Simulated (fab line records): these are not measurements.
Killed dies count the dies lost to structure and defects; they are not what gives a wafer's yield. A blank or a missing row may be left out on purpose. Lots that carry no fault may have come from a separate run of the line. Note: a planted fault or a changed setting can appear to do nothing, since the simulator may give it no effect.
fab line records ; flow nand_harc
[record] lots = 6; wafers = 17; last_day = 33
route steps=1302 shown A_BLC@1133 A_M0@1137 END@1302
lots untouched by any fault: they come from a run of this same line in which no faults occurred
start_h: hours from the record's opening day to when the first of the lot's shown wafers began ; wait_h: hours from the lot's prior step to this one ; " unchanged from the row above ; L1.1+2: several wafers, shown together as one row ; - value missing, or start not given ; * or withheld: withheld ; < > ~ a bound
route shown NAME@n: a module of which the file shows steps, and the number in the route of the first ; usual: average and standard deviation across the fault-free wafers ; same: alike in all rows ; chamber/n: place in a boat ; sites: each site's reading ; _std_site: standard deviation of those values ; _edge_site: mean of outer sites minus mean of inner sites ; radius_mm: how far each site lies from the wafer's centre ; mask NAME#n: copy n ; behind: the tool/chamber that last shaped the wafer ; hold: the reason the lot was held/the length of the hold in hours/how it ended ; device: the n, p or np transistor that did not switch ; end of line: the same wafers' tests at the end of the route ; a step given without rows: its recipe and nothing more ; killed: the dies lost at the first sort to structure and to defects; this is not the yield of the wafer ; map: shows each die of a wafer: x if killed, . if not, _ if none is there
set.NAME: setting as actually run; set.NAME@STEP: the setting as run at that earlier step ; model.NAME: the simulator's own value behind a step, which no gauge read
lots at selected steps of the route; one table per step, one row per wafer
services: from which hour (start_h, from the record's first day; less than 0 if before it) a tool's chamber was out of use, for how many hours, and why
[[steps]]
[step NHARC_A_BLC_CMP_25]
[recipe] t_overpolish_s = 30; target_thk_nm = 150
[usual] motor_current_A = 11.7/1.6; overpolish_run_s = 30.000/0.0083; pad_life_wafers = 172/100; time_to_endpoint_s = 30.8/2.3
lot.wafer;tool;chamber;start_h;wait_h;motor_current_A;overpolish_run_s;pad_life_wafers;time_to_endpoint_s
L166.1;cmp-02;1;541.26;0.5;10.3;30.004;48;31.7
L166.3;cmp-02;2;541.26;0.5;14.4;30.004;49;28.0
L166.6;cmp-02;1;541.26;0.5;10.2;30.003;-;30.6
L171.4;cmp-04;1;579.21;0.4;11.1;29.991;264;29.7
L171.2;cmp-04;2;579.21;0.4;10.0;30.000;265;32.8
L171.1;cmp-04;0;579.21;0.4;11.1;30.008;267;30.8
L182.1;cmp-02;1;677.12;0.4;10.0;29.987;163;29.4
L182.4;cmp-02;3;677.12;0.4;13.1;29.997;165;32.7
L182.5;cmp-02;1;677.12;0.4;9.8;30.000;-;30.9
L184.1;cmp-02;1;708.31;0.4;10.0;29.994;278;28.5
L184.6;cmp-02;0;708.31;0.4;10.7;29.995;-;30.1
L188.2;cmp-02;1;753.06;0.5;9.7;29.998;92;29.9
L188.1;cmp-02;2;753.06;0.5;14.4;29.996;93;29.0
L188.5;cmp-02;3;753.06;0.5;13.4;29.981;-;32.0
L187.1;cmp-02;0;753.88;0.4;10.4;29.995;96;32.6
L187.2;cmp-02;1;753.88;0.4;9.8;29.999;97;29.4
L187.4;cmp-02;2;753.88;0.4;13.9;29.986;98;29.0
[step NHARC_A_BLC_SRD_27]
[step NHARC_A_BLC_INSPECT_28]
[usual] raw_defect_count = 565/150
lot.wafer;tool;chamber;start_h;wait_h;raw_defect_count
L166.1;defect_inspect-01;-;541.66;0.1;520
L166.3;defect_inspect-01;-;541.66;0.1;598
L166.6;defect_inspect-01;-;541.66;0.1;794
L171.1;defect_inspect-01;-;579.62;0.1;407
L171.2;defect_inspect-01;-;579.62;0.1;647
L171.4;defect_inspect-01;-;579.62;0.1;500
L182.1;defect_inspect-01;-;677.50;0.1;407
L182.4;defect_inspect-01;-;677.50;0.1;498
L182.5;defect_inspect-01;-;677.50;0.1;419
L184.1;defect_inspect-02;-;708.67;0.1;636
L184.6;defect_inspect-02;-;708.67;0.1;600
L188.1;defect_inspect-01;-;753.42;0.1;423
L188.2;defect_inspect-01;-;753.42;0.1;681
L188.5;defect_inspect-01;-;753.42;0.1;545
L187.1;defect_inspect-01;-;754.29;0.1;638
L187.2;defect_inspect-01;-;754.29;0.1;542
L187.4;defect_inspect-01;-;754.29;0.1;638
[step NHARC_A_M0_DEP_00]
[recipe] target_thk_a = 1500; target_thk_nm = 150; temp_c = withheld; pressure_torr = 5; flow_sccm = 200; rf_w = 600; material = SiOC
[step NHARC_A_M0_DEHYDRATE_01]
[recipe] temp_c = 150; time_s = 120
[step NHARC_A_M0_HMDS_02]
[recipe] time_s = 30
[step NHARC_A_M0_COAT_33]
[recipe] temp_c = 200; time_s = 65
[step NHARC_A_M0_COAT_03]
[recipe] spin_rpm = 1500; resist_thk_nm = 90
[step NHARC_A_M0_SOFTBAKE_04]
[recipe] temp_c = 105; time_s = 55
[step NHARC_A_M0_EBR_05]
[step NHARC_A_M0_EXPOSE_06]
[recipe] na = 1.35; target_cd_nm = 80; dose_mj = 83.25; mask_id = A_M0
[step NHARC_A_M0_PEB_07]
[recipe] peb_temp_c = 100; peb_time_s = 65
lot.wafer;tool;chamber;start_h;wait_h
L166.1+3+6;litho_track-06;0;542.35;0.1
L171.1+2+4;litho_track-04;0;580.31;0.1
L182.1+4+5;litho_track-04;0;678.33;0.1
L184.1+6;litho_track-04;0;709.48;0.1
L188.1+2+5;litho_track-01;0;754.26;0.1
L187.1+2+4;litho_track-01;0;755.11;0.1
[step NHARC_A_M0_DEVELOP_08]
[recipe] develop_time_s = 35; dev_temp_c = 23
[step NHARC_A_M0_CD_MEAS_09]
[recipe] target_cd_nm = 80; landing_energy_ev = 500
[usual] cd_nm = 80.2/0.65
lot.wafer;tool;chamber;start_h;wait_h;cd_nm
L166.1;cd_sem-01;0;542.43;-;80.4
L166.3;cd_sem-01;0;542.43;-;81.4
L166.6;cd_sem-01;0;542.43;-;79.2
L171.1;cd_sem-01;0;580.39;-;81.1
L171.2;cd_sem-01;0;580.39;-;80.0
L171.4;cd_sem-01;0;580.39;-;80.0
L182.1;cd_sem-02;0;678.41;-;79.4
L182.4;cd_sem-02;0;678.41;-;79.8
L182.5;cd_sem-02;0;678.41;-;86.4
L184.1;cd_sem-01;0;709.56;-;80.5
L184.6;cd_sem-01;0;709.56;-;87.0
L188.1;cd_sem-01;0;754.34;-;80.0
L188.2;cd_sem-01;0;754.34;-;80.6
L188.5;cd_sem-01;0;754.34;-;80.6
L187.1;cd_sem-02;0;755.19;-;80.4
L187.2;cd_sem-02;0;755.19;-;81.0
L187.4;cd_sem-02;0;755.19;-;80.7
[step NHARC_A_M0_OVL_MEAS_10]
[recipe] pitch_nm = 160
[usual] overlay_x_nm = 0.0/0.83; overlay_y_nm = 0.0/1
lot.wafer;tool;chamber;start_h;wait_h;overlay_x_nm;overlay_y_nm
L166.1;overlay-01;-;542.52;-;-0.3;0.2
L166.3;overlay-01;-;542.52;-;0.0;0.6
L166.6;overlay-01;-;542.52;-;-0.4;0.4
L171.1;overlay-01;-;580.48;-;-1.3;-0.2
L171.2;overlay-01;-;580.48;-;-1.4;0.3
L171.4;overlay-01;-;580.48;-;-1.4;0.3
L182.1;overlay-01;-;678.49;-;0.4;-0.3
L182.4;overlay-01;-;678.49;-;0.5;0.7
L182.5;overlay-01;-;678.49;-;0.9;0.0
L184.1;overlay-02;-;709.65;-;0.7;0.9
L184.6;overlay-02;-;709.65;-;0.6;0.2
L188.1;overlay-02;-;754.43;-;0.1;-1.3
L188.2;overlay-02;-;754.43;-;0.3;-1.6
L188.5;overlay-02;-;754.43;-;0.7;-1.7
L187.1;overlay-02;-;755.27;-;0.8;-0.9
L187.2;overlay-02;-;755.27;-;0.0;-0.9
L187.4;overlay-02;-;755.27;-;0.7;-1.3
[step NHARC_A_M0_INSPECT_11]
[usual] raw_defect_count = 94/39
lot.wafer;tool;chamber;start_h;wait_h;raw_defect_count
L166.1;defect_inspect-01;-;542.56;0.0;99
L166.3;defect_inspect-01;-;542.56;0.0;88
L166.6;defect_inspect-01;-;542.56;0.0;109
L171.1;defect_inspect-02;-;580.51;0.0;79
L171.2;defect_inspect-02;-;580.51;0.0;77
L171.4;defect_inspect-02;-;580.51;0.0;67
L182.1;defect_inspect-01;-;678.53;0.0;87
L182.4;defect_inspect-01;-;678.53;0.0;90
L182.5;defect_inspect-01;-;678.53;0.0;115
L184.1;defect_inspect-01;-;709.69;0.0;167
L184.6;defect_inspect-01;-;709.69;0.0;174
L188.1;defect_inspect-01;-;754.47;0.0;66
L188.2;defect_inspect-01;-;754.47;0.0;58
L188.5;defect_inspect-01;-;754.47;0.0;60
L187.1;defect_inspect-01;-;755.31;0.0;101
L187.2;defect_inspect-01;-;755.31;0.0;95
L187.4;defect_inspect-01;-;755.31;0.0;92
[step NHARC_A_M0_DESCUM_14]
[recipe] time_s = 3; o2_flow_sccm = 200; ar_flow_sccm = 0; bias_power_w = 0; chemistry = O2
[usual] drypump_motor_current_A = 5.7/0.47; oes_product_au = 1.003/0.011; rf_vpp_V = 57.8/0.87; showerhead_plenum_p_Torr = 1.89/0.069; throttle_valve_pct = 11.311/0.0087
lot.wafer;tool;chamber;start_h;wait_h;drypump_motor_current_A;oes_product_au;rf_hours_counter_h;rf_vpp_V;showerhead_plenum_p_Torr;throttle_valve_pct;model.A_M0.cd_nm
L166.3;rie_diel-10;0;542.62;0.1;5.1;0.988;5.8;57.7;1.83;11.324;80.66
L166.1;rie_diel-10;1;542.62;0.1;5.6;1.021;6.1;58.7;2.06;11.316;80.31
L166.6;rie_diel-10;0;542.62;0.1;5.1;0.988;-;58.5;1.83;11.311;78.7
L171.1;rie_diel-01;3;580.57;0.1;6.4;1.002;0.8;56.8;1.88;11.309;80.23
L171.4;rie_diel-01;1;580.57;0.1;5.4;1.007;1.1;57.1;1.79;11.328;79.68
L171.2;rie_diel-01;2;580.57;0.1;5.9;1.004;1.2;57.0;1.94;11.310;79.86
L182.1;rie_diel-01;3;678.59;0.1;6.4;0.997;6.1;57.4;1.87;11.313;79.46
L182.4;rie_diel-01;2;678.59;0.1;5.9;0.999;6.0;57.7;1.93;11.318;79.46
L182.5;rie_diel-01;0;678.59;0.1;6.7;0.987;-;57.6;1.90;11.317;86.59
L184.1;rie_diel-03;0;709.76;0.1;6.0;1.000;2.2;58.5;1.87;11.294;80.08
L184.6;rie_diel-03;2;709.76;0.1;5.1;0.995;-;57.1;1.79;11.307;85.86
L188.2;rie_diel-01;3;754.54;0.1;6.4;1.001;0.4;57.1;1.87;11.321;80.3
L188.1;rie_diel-01;0;754.54;0.1;6.7;0.986;0.5;58.5;1.90;11.300;80.81
L188.5;rie_diel-01;3;754.54;0.1;6.4;1.005;-;58.6;1.87;11.300;80.75
L187.2;rie_diel-01;2;755.37;0.1;5.9;1.009;0.4;59.6;1.93;11.312;80.67
L187.1;rie_diel-01;0;755.37;0.1;6.6;1.003;0.6;59.4;1.90;11.301;80.75
L187.4;rie_diel-01;0;755.37;0.1;6.7;1.006;-;58.9;1.90;11.318;81.54
[step NHARC_A_M0_ETCH_34]
[recipe] target_depth_a = 400; overetch_a = 120; time_s = 43.94; ion_energy_ev = 200; n2_flow_sccm = 150; h2_flow_sccm = 150; ar_flow_sccm = 0; rf_w = 400; bias_w = 150; chemistry = N2/H2
[usual] drypump_motor_current_A = 5.8/0.47; h2_flow_sccm = 150.0/0.43; oes_product_au = 1.002/0.011; rf_vpp_V = 429.8/2.2; showerhead_plenum_p_Torr = 2.02/0.074; throttle_valve_pct = 14.171/0.0088
lot.wafer;tool;chamber;start_h;wait_h;drypump_motor_current_A;h2_flow_sccm;oes_product_au;rf_hours_counter_h;rf_vpp_V;showerhead_plenum_p_Torr;throttle_valve_pct
L166.1;rie_diel-10;2;542.70;0.1;5.5;150.5;1.014;6.4;429.4;2.00;14.182
L166.3;rie_diel-10;1;542.70;0.1;5.6;150.2;1.022;6.1;433.8;2.20;14.182
L166.6;rie_diel-10;3;542.70;0.1;5.7;150.1;0.997;-;430.8;2.04;14.167
L171.4;rie_diel-01;3;580.66;0.1;6.4;150.9;0.997;0.8;428.9;2.00;14.182
L171.1;rie_diel-01;1;580.66;0.1;5.4;150.2;1.005;1.1;427.3;1.90;14.163
L171.2;rie_diel-01;2;580.66;0.1;5.9;150.6;0.993;1.3;431.8;2.06;14.185
L182.4;rie_diel-01;2;678.68;0.1;5.9;149.8;1.007;6.0;431.6;2.06;14.160
L182.1;rie_diel-01;1;678.68;0.1;5.4;150.0;1.007;5.8;426.7;1.90;14.175
L182.5;rie_diel-01;3;678.68;0.1;6.4;150.4;1.000;-;429.1;2.00;14.181
L184.1;rie_diel-03;2;709.86;0.1;5.1;150.0;0.990;2.4;426.4;1.90;14.158
L184.6;rie_diel-03;0;709.86;0.1;6.0;149.0;1.004;-;429.5;1.99;14.172
L188.1;rie_diel-01;3;754.63;0.1;6.4;150.7;1.001;0.4;429.0;2.00;14.170
L188.2;rie_diel-01;0;754.63;0.1;6.7;149.9;0.993;0.5;430.1;2.02;14.176
L188.5;rie_diel-01;3;754.63;0.1;6.4;150.6;0.999;-;427.4;2.00;14.165
L187.2;rie_diel-01;2;755.51;0.1;5.9;150.0;1.004;0.4;431.8;2.06;14.184
L187.1;rie_diel-01;0;755.51;0.1;6.7;149.9;0.993;0.6;430.3;2.02;14.163
L187.4;rie_diel-01;2;755.51;0.1;5.9;150.5;0.999;-;430.2;2.06;14.174
[step NHARC_A_M0_ETCH_15]
[recipe] target_depth_a = 1500; overetch_a = 150; time_s = 82.5; c4f8_flow_sccm = withheld; ar_flow_sccm = 400; rf_w = 600; bias_w = 300; chemistry = C4F8/Ar
[usual] oes_product_au = 0.950/0.022; rf_vpp_V = 440.1/2.2
lot.wafer;tool;chamber;start_h;wait_h;oes_product_au;rf_hours_counter_h;rf_vpp_V;model.A_M0.cd_nm
L166.1;rie_diel-10;3;-;-;0.960;6.1;440.9;80.32
L166.3;rie_diel-10;2;-;-;0.987;6.4;441.6;80.67
L166.6;rie_diel-10;3;-;-;0.973;-;441.3;78.89
L171.4;rie_diel-01;1;-;-;0.974;1.1;437.3;79.89
L171.1;rie_diel-01;2;-;-;0.963;1.3;442.9;79.85
L171.2;rie_diel-01;3;-;-;0.941;0.8;439.8;80.01
L182.4;rie_diel-01;0;-;-;0.919;6.0;440.9;78.96
L182.1;rie_diel-01;1;-;-;0.927;5.8;436.7;79.31
L182.5;rie_diel-01;1;-;-;0.933;-;435.0;86.27
L184.1;rie_diel-03;0;-;-;0.960;2.2;440.4;80.34
L184.6;rie_diel-03;2;-;-;0.970;-;435.5;86.3
L188.1;rie_diel-01;3;-;-;0.979;0.5;439.4;80.75
L188.2;rie_diel-01;0;-;-;0.953;0.6;441.3;80.09
L188.5;rie_diel-01;3;-;-;0.961;-;440.2;80.71
L187.2;rie_diel-01;2;755.63;0.1;0.961;0.5;440.0;80.32
L187.1;rie_diel-01;0;755.63;0.1;0.956;0.6;440.9;80.46
L187.4;rie_diel-01;2;755.63;0.1;0.959;-;441.3;81.21
[step NHARC_A_M0_CD_MEAS_16]
[usual] cd_nm = 80.0/0.91
lot.wafer;tool;chamber;start_h;wait_h;cd_nm
L166.1;cd_sem-03;-;542.92;-;80.2
L166.3;cd_sem-03;-;542.92;-;80.9
L166.6;cd_sem-03;-;542.92;-;79.1
L171.1;cd_sem-02;-;580.87;-;80.1
L171.2;cd_sem-02;-;580.87;-;79.8
L171.4;cd_sem-02;-;580.87;-;79.8
L182.1;cd_sem-01;-;678.89;-;79.3
L182.4;cd_sem-01;-;678.89;-;78.9
L182.5;cd_sem-01;-;678.89;-;86.5
L184.1;cd_sem-01;-;710.09;-;80.2
L184.6;cd_sem-01;-;710.09;-;86.2
L188.1;cd_sem-01;-;754.87;-;80.7
L188.2;cd_sem-01;-;754.87;-;80.1
L188.5;cd_sem-01;-;754.87;-;80.8
L187.1;cd_sem-02;-;755.80;0.1;80.5
L187.2;cd_sem-02;-;755.80;0.1;80.3
L187.4;cd_sem-02;-;755.80;0.1;81.2
[step NHARC_A_M0_STRIP_18]
[recipe] power_w = 1000; n2_flow_sccm = 150; h2_flow_sccm = 150; ar_flow_sccm = 0; bias_w = 0; chemistry = N2/H2
[usual] drypump_motor_current_A = 5.7/0.47; h2_flow_sccm = 149.9/0.43; oes_product_au = 1.004/0.011; rf_vpp_V = 90.4/0.91; showerhead_plenum_p_Torr = 2.01/0.079; throttle_valve_pct = 14.172/0.0099
lot.wafer;tool;chamber;start_h;wait_h;drypump_motor_current_A;h2_flow_sccm;oes_product_au;rf_hours_counter_h;rf_vpp_V;showerhead_plenum_p_Torr;throttle_valve_pct
L166.1;rie_diel-01;0;543.04;0.1;6.6;150.1;1.002;10;90.3;2.03;14.161
L166.3;rie_diel-01;1;543.04;0.1;5.4;150.6;1.002;10;89.7;1.90;14.167
L166.6;rie_diel-01;2;543.04;0.1;5.9;149.6;1.004;-;91.3;2.06;14.166
L171.4;rie_diel-10;0;580.95;0.1;5.1;149.5;0.992;8;91.8;1.95;14.162
L171.2;rie_diel-10;1;580.95;0.1;5.6;150.3;1.018;8;92.0;2.20;14.174
L171.1;rie_diel-10;3;580.95;0.1;5.7;150.2;0.997;8;91.5;2.04;14.178
L182.1;rie_diel-01;2;678.97;0.1;5.9;149.2;0.991;6;90.9;2.06;14.171
L182.4;rie_diel-01;3;678.97;0.1;6.4;149.6;0.997;6;89.3;2.00;14.171
L182.5;rie_diel-01;2;678.97;0.1;5.9;149.7;1.002;-;91.7;2.06;14.177
L184.1;rie_diel-10;1;710.24;0.1;5.6;150.0;1.019;5;91.2;2.19;14.166
L184.6;rie_diel-10;3;710.24;0.1;5.7;149.2;1.002;-;88.6;2.03;14.149
L188.2;rie_diel-10;1;754.94;0.1;5.6;149.7;1.011;8;91.5;2.19;14.178
L188.1;rie_diel-10;0;754.94;0.1;5.1;149.8;1.006;7;91.1;1.95;14.162
L188.5;rie_diel-10;1;754.94;0.1;5.6;149.6;1.012;-;92.0;2.19;14.176
L187.1;rie_diel-10;1;755.87;0.1;5.6;150.4;1.014;8;92.8;2.19;14.175
L187.2;rie_diel-10;0;755.87;0.1;5.1;149.8;1.017;7;91.9;1.95;14.177
L187.4;rie_diel-10;3;755.87;0.1;5.6;149.5;1.003;-;90.1;2.03;14.182
[step NHARC_END_SORT_01]
[recipe] temp_c = 25
[usual] defect_limited_yield = 90.9/2.7; killed_at_array = 57/19; killed_at_other = 0.9/1.1; killed_at_periphery = 4.0/2.6; killed_dies = 62/19; killed_open = 3.3/1.8; killed_short = 2.4/1.7
[same] gross_dies = 677
lot.wafer;tool;chamber;start_h;wait_h;defect_limited_yield[%];killed_at_array;killed_at_other;killed_at_periphery;killed_dies;killed_open;killed_short
L171.2;prober-01;0;618.96;2.8;93.6;40;2;1;43;0;0
L171.4;prober-01;0;620.59;3.4;92.5;48;1;2;51;2;2
// killed by level:class
L171.2 A_CHANNEL_HOLE_D1:chamber_film_flake=26 A_CHANNEL_HOLE_D2:chamber_film_flake=8 A_CONTACT:chamber_film_flake=3 A_BONDPAD:chamber_film_flake=3 THIN_TSV:chamber_film_flake=2 P_GATE:chamber_film_flake=1
L171.4 A_CHANNEL_HOLE_D1:chamber_film_flake=33 A_CHANNEL_HOLE_D2:chamber_film_flake=6 A_BONDPAD:chamber_film_flake=4 P_M0:geometric_particle:open=1 A_CHANNEL_FILL_D2:geometric_particle:short=1 A_WL_FILL:geometric_particle:short=1 A_M0:geometric_particle:open=1 P_GATE:chamber_film_flake=1
[[services]]
tool;chamber;start_h;hours;kind
cmp-02;-;528.09;4.0;pm
rie_diel-01;-;531.81;0.4;repair
rie_diel-01;3;535.09;7.4;repair
rie_diel-10;0;543.35;1.4;repair
cmp-02;-;550.62;2.5;repair
rie_diel-01;1;555.86;18.0;repair
rie_diel-01;-;557.94;9.0;pm
cmp-02;-;593.44;0.8;repair
rie_diel-10;-;596.56;9.0;pm
rie_diel-10;3;621.14;7.9;repair
rie_diel-01;0;621.33;10.3;repair
rie_diel-10;2;622.55;3.5;repair
cmp-02;-;624.68;2.9;repair
rie_diel-01;2;626.29;3.5;repair
cmp-02;-;627.60;4.0;pm
rie_diel-01;2;658.28;1.4;repair
cmp-02;-;666.15;0.5;repair
rie_diel-01;2;668.68;3.5;repair
rie_diel-10;3;727.15;7.1;repair
rie_diel-01;-;734.94;9.0;pm
rie_diel-10;2;737.16;29.5;repair
rie_diel-10;0;738.94;4.7;repair
rie_diel-01;1;752.26;19.6;repair
rie_diel-01;3;755.35;14.0;repair
[[key]]
[first_sign] step = NHARC_A_M0_CD_MEAS_09; reading = cd_nm; direction = up; sigmas = 10; usual = 80.2; struck = 86.7
[effect] step = NHARC_A_M0_CD_MEAS_16; reading = cd_nm; direction = up; sigmas = 7; usual = 80.0; struck = 86.3
[model_effect] step = NHARC_A_M0_DESCUM_14; value = A_M0.cd_nm; without = 79.72; struck = 86.22
[model_effect] step = NHARC_A_M0_ETCH_15; value = A_M0.cd_nm; without = 79.78; struck = 86.28
met_at NHARC_A_M0_PEB_07
struck_wafers L182.5,L184.6
onset_between 580.31 678.33
[fault] kind = process_parameter_drift; tool = litho_track-04; chamber = -; onset_h = 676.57; steps = NHARC_A_M0_PEB_07; channel = peb_time_s; offset = *; shape = step; end_h = 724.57; scope = struck_wafers_only; acts_in = *; stated = *
